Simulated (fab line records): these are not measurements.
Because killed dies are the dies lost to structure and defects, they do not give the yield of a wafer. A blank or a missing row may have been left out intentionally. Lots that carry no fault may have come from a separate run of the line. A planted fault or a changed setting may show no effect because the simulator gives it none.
Matching of chambers	flow n5Finfet	N5_MOL_CONTACT_COAG_ALD_123 on aldSin-01 has 4 sister chambers
The step deposits SiNx, target thk 5 nm, pulse time 1 s, purge time 2 s. 14 wafers are shown with their chamber, then 7 later ones without.

== EACH WAFER AND ITS CHAMBER ==
wafer	chamber	heaterPowerW (W)	chamberPressureTorr (Torr)	precursorPulseHeightRel
L081.1	2	1001	1.992	0.986
L081.2	1	679	2.001	1.024
L081.6	1	687	1.996	1.005
L084.3	1	678	1.993	1.047
L084.5	0	764	2.003	1.001
L084.6	3	835	2.003	1.020
L085.3	1	717	2.006	1.007
L085.4	2	1009	2.002	1.044
L085.5	3	845	2.000	0.983
L087.2	3	829	2.007	1.032
L087.5	3	832	2.004	1.045
L087.6	0	760	1.998	1.038
L090.1	2	1016	2.002	0.978
L090.3	1	712	1.995	0.973

SIGNATURES, as means of the wafers listed above
reading	chamber 0	chamber 1	chamber 2	chamber 3	scatter within a chamber
heaterPowerW	762.00	694.60	1008.67	835.25	12.8
chamberPressureTorr	2.00050	1.99820	1.99867	2.00350	0.00464
precursorPulseHeightRel	1.01950	1.01120	1.00267	1.02000	0.0289
Rule: distance of a wafer from a chamber = root of the sum over the readings of ((wafer's reading minus chamber's mean) / reading's scatter) squared. The wafer belongs to the nearest chamber; if the next one is less than 2 further off, it can't be placed. The scatter is the square root of a quotient: the sum, over the shown wafers, of each reading's squared deviation from its chamber's mean, divided by wafers minus chambers.

== WAFERS MISSING THEIR CHAMBER ==
wafer	heaterPowerW (W)	chamberPressureTorr (Torr)	precursorPulseHeightRel
L090.4	761	2.008	1.016
L093.1	696	2.006	1.001
L093.2	768	2.000	1.031
L093.3	996	1.999	0.996
L096.1	702	2.000	1.004
L096.2	755	2.004	1.010
L096.6	824	1.994	0.996

== WHICH CHAMBER EACH WENT THROUGH ==
wafer	from the rows above	in truth
L090.4	0	0
L093.1	1	1
L093.2	0	0
L093.3	2	2
L096.1	1	1
L096.2	0	0
L096.6	3	3
Placed correctly: 7 of 7. Not placeable from these rows: 0. Number placed wrongly: 0.
